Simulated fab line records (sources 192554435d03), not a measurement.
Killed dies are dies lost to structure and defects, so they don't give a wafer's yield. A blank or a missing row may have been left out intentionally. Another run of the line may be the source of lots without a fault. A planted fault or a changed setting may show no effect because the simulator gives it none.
Matching of chambers    flow n5_finfet    N5_MOL_CONTACT_COAG_ETCH_48 on rie_diel-03: 3 sister chambers
The step etches SiOC in C4F6/O2, target depth 15 nm, overetch 4.5 nm, time 17 s. 14 wafers are shown with their chamber, then 4 later ones without.

## WAFERS WITH THEIR CHAMBER
wafer   chamber  rf_vpp_V (V)  throttle_valve_pct (%)  showerhead_plenum_p_Torr (Torr)
L075.2  2        1626          41.3                    2.91
L075.5  2        1625          41.3                    2.91
L075.6  2        1624          41.3                    2.91
L085.2  1        1583          40.0                    2.76
L085.3  2        1625          41.3                    2.89
L085.6  2        1624          41.3                    2.89
L089.2  1        1582          40.1                    2.76
L089.5  1        1584          40.1                    2.76
L089.6  0        1623          41.3                    2.82
L092.2  0        1624          41.3                    2.82
L092.4  1        1585          40.1                    2.75
L092.5  2        1623          41.4                    2.89
L093.2  2        1624          41.3                    2.89
L093.3  0        1624          41.3                    2.82

SIGNATURES (averages over the wafers above)
reading                   chamber 0  chamber 1  chamber 2  scatter within a chamber
rf_vpp_V                  1623.67    1583.50    1624.43    1.02
throttle_valve_pct        41.300     40.075     41.314     0.0382
showerhead_plenum_p_Torr  2.8200     2.7575     2.8986     0.00832
Rule: for a wafer and a chamber, the distance is found by dividing, reading by reading, the gap between the wafer's reading and the chamber's mean by the reading's scatter, squaring, summing and taking the root. If the next closest chamber is less than 2 further off than the closest, the wafer can't be placed; otherwise it belongs to the closest. How the scatter is found: for the shown wafers, subtract from each reading the mean of its chamber, square and add these, divide the total by (wafers less chambers), then take the root.

## WAFERS WITH NO CHAMBER GIVEN
wafer   rf_vpp_V (V)  throttle_valve_pct (%)  showerhead_plenum_p_Torr (Torr)
L093.6  1623          41.4                    2.89
L095.4  1623          41.3                    2.82
L096.4  1623          41.3                    2.82
L096.6  1623          41.4                    2.88

## THE CHAMBER EACH PASSED THROUGH
wafer   from the rows above  in truth
L093.6  2                    2
L095.4  0                    0
L096.4  0                    0
L096.6  2                    2
Correct placement for 4 of the 4. Number that these rows cannot place: 0. 0 placed wrongly.
